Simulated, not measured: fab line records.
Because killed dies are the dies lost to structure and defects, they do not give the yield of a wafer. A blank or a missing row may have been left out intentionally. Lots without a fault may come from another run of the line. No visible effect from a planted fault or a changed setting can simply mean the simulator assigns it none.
Lot-split experiment / flow n5 finfet / 7 lots, 21 wafers read, on a route of 1938 steps

THE SPLIT
At N5_FIN_SAQP_FIN_ETCH_36 (etches the open film in HBr/Cl2/O2, target depth 120 nm, time 50.4 s), the setting icp w was moved away from the recipe's 800 W on 7 of the 21 wafers read, by -17.6% to +17.3%. The other wafers ran this setting at the recipe's value.

FROM THE SPLIT TO THE READING: what the file shows between them, 3 steps
- N5_FIN_SAQP_PRECLEAN_38: cleans in O3/DIW, time 45 s
- N5_FIN_SAQP_PRECLEAN_45: cleans in dHF, time 10 s
- N5_FIN_SAQP_SRD_39: time 30 s

THE READING
trench depth nm, in nm, at N5_FIN_SAQP_OCD_MEAS_76. A value of 120.5 nm with a standard deviation of 2.3 nm is what fault-free wafers of this fab line usually give.

wafer=L075.1; tool, chamber at the split=rie si-02, 1; icp w as run, W=696.9; against the recipe=-12.9%; trench depth nm, nm=116.5; against lot-mates on the recipe=-3.2
wafer=L075.5; tool, chamber at the split=rie si-02, 0; icp w as run, W=800; against the recipe=recipe; trench depth nm, nm=119.3; against lot-mates on the recipe=-
wafer=L075.6; tool, chamber at the split=rie si-02, 3; icp w as run, W=800; against the recipe=recipe; trench depth nm, nm=120.1; against lot-mates on the recipe=-
wafer=L076.1; tool, chamber at the split=rie si-05, 3; icp w as run, W=659.4; against the recipe=-17.6%; trench depth nm, nm=107.6; against lot-mates on the recipe=-12.9
wafer=L076.2; tool, chamber at the split=rie si-05, 2; icp w as run, W=800; against the recipe=recipe; trench depth nm, nm=123.1; against lot-mates on the recipe=-
wafer=L076.3; tool, chamber at the split=rie si-05, 1; icp w as run, W=800; against the recipe=recipe; trench depth nm, nm=117.9; against lot-mates on the recipe=-
wafer=L080.1; tool, chamber at the split=rie si-04, 0; icp w as run, W=800; against the recipe=recipe; trench depth nm, nm=120.1; against lot-mates on the recipe=-
wafer=L080.3; tool, chamber at the split=rie si-04, 3; icp w as run, W=800; against the recipe=recipe; trench depth nm, nm=121.6; against lot-mates on the recipe=-
wafer=L080.5; tool, chamber at the split=rie si-04, 3; icp w as run, W=938.3; against the recipe=+17.3%; trench depth nm, nm=130.5; against lot-mates on the recipe=+9.7
wafer=L083.2; tool, chamber at the split=rie si-02, 1; icp w as run, W=800; against the recipe=recipe; trench depth nm, nm=122.9; against lot-mates on the recipe=-
wafer=L083.3; tool, chamber at the split=rie si-02, 3; icp w as run, W=800; against the recipe=recipe; trench depth nm, nm=119.6; against lot-mates on the recipe=-
wafer=L083.4; tool, chamber at the split=rie si-02, 2; icp w as run, W=800; against the recipe=recipe; trench depth nm, nm=120.1; against lot-mates on the recipe=-
wafer=L092.1; tool, chamber at the split=rie si-05, 0; icp w as run, W=902.6; against the recipe=+12.8%; trench depth nm, nm=127.8; against lot-mates on the recipe=+5.2
wafer=L092.4; tool, chamber at the split=rie si-05, 2; icp w as run, W=902.6; against the recipe=+12.8%; trench depth nm, nm=129.9; against lot-mates on the recipe=+7.3
wafer=L092.5; tool, chamber at the split=rie si-05, 2; icp w as run, W=800; against the recipe=recipe; trench depth nm, nm=122.6; against lot-mates on the recipe=-
wafer=L094.1; tool, chamber at the split=rie si-04, 3; icp w as run, W=679.5; against the recipe=-15.1%; trench depth nm, nm=111.1; against lot-mates on the recipe=-9.1
wafer=L094.2; tool, chamber at the split=rie si-04, 0; icp w as run, W=800; against the recipe=recipe; trench depth nm, nm=120.2; against lot-mates on the recipe=-
wafer=L094.4; tool, chamber at the split=rie si-04, 2; icp w as run, W=679.5; against the recipe=-15.1%; trench depth nm, nm=115.0; against lot-mates on the recipe=-5.2
wafer=L096.1; tool, chamber at the split=rie si-04, 1,0; icp w as run, W=800; against the recipe=recipe; trench depth nm, nm=120.0; against lot-mates on the recipe=-
wafer=L096.2; tool, chamber at the split=rie si-04, 3; icp w as run, W=800; against the recipe=recipe; trench depth nm, nm=120.9; against lot-mates on the recipe=-
wafer=L096.3; tool, chamber at the split=rie si-04, 1,0; icp w as run, W=800; against the recipe=recipe; trench depth nm, nm=120.0; against lot-mates on the recipe=-
Where a row lists several chambers, the file gives one row for several wafers and doesn't say which wafer went through which chamber.

FIT RESULTS
A straight line over all 21 wafers: trench depth nm changes by +0.575 nm for each +1% of icp w; r = +0.95; the points scatter about the line by 1.8 nm.
The same after taking each lot's own level away (the mean of its wafers on the recipe; 21 wafers): +0.521 nm for each +1%; r = +0.94; scatter 1.8 nm.
Per that fit: largest icp w move, reading shift of 9.2 nm.
The lots' own levels span 119.70 to 122.60 nm, that is 1.3 times the standard deviation above.
In other words, the slope is changed by the lot-to-lot level; the two fits disagree.
Check: with one of the wafers moved furthest among these (-17.6%) left out of the fit, the line predicts -7.99 nm for it against its lot-mates. Against them it came out at -12.9 nm.

OTHER SPLITS APPLIED TO THESE WAFERS
These wafers also went through other splits before the reading. Each is held against what the fit with the lots' levels taken away leaves over:
other split on the same wafers=N5_WELL_APT_COAT_02 spin rpm; wafers away from the commonest value=8; r with trench depth nm (lot level and that fit taken away)=+0.00
other split on the same wafers=N5_WELL_APT_PEB_06 peb temp c; wafers away from the commonest value=5; r with trench depth nm (lot level and that fit taken away)=-0.13

THE WHOLE CHAIN: every reading that the file lists as answering this split, in the file's order
step=N5_FIN_SAQP_FIN_ETCH_36; what it does=etches the open film in HBr/Cl2/O2, target depth 120 nm, time 50.4 s; reading=FIN_SAQP.feature depth nm (the simulator's own value, which no gauge read); change (the file's fit)=+0.522 nm for each +1% of the setting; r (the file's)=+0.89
step=N5_FIN_SAQP_FIN_ETCH_36; what it does=etches the open film in HBr/Cl2/O2, target depth 120 nm, time 50.4 s; reading=etch.depth nm (the simulator's own value, which no gauge read); change (the file's fit)=+0.524 nm for each +1% of the setting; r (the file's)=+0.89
step=N5_FIN_SAQP_OCD_MEAS_76; what it does=; reading=trench depth nm; change (the file's fit)=+0.534 nm for each +1% of the setting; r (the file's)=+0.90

FILE'S OWN FIT
trench depth nm changes by +0.534 nm for each +1% of icp w, r = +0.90.
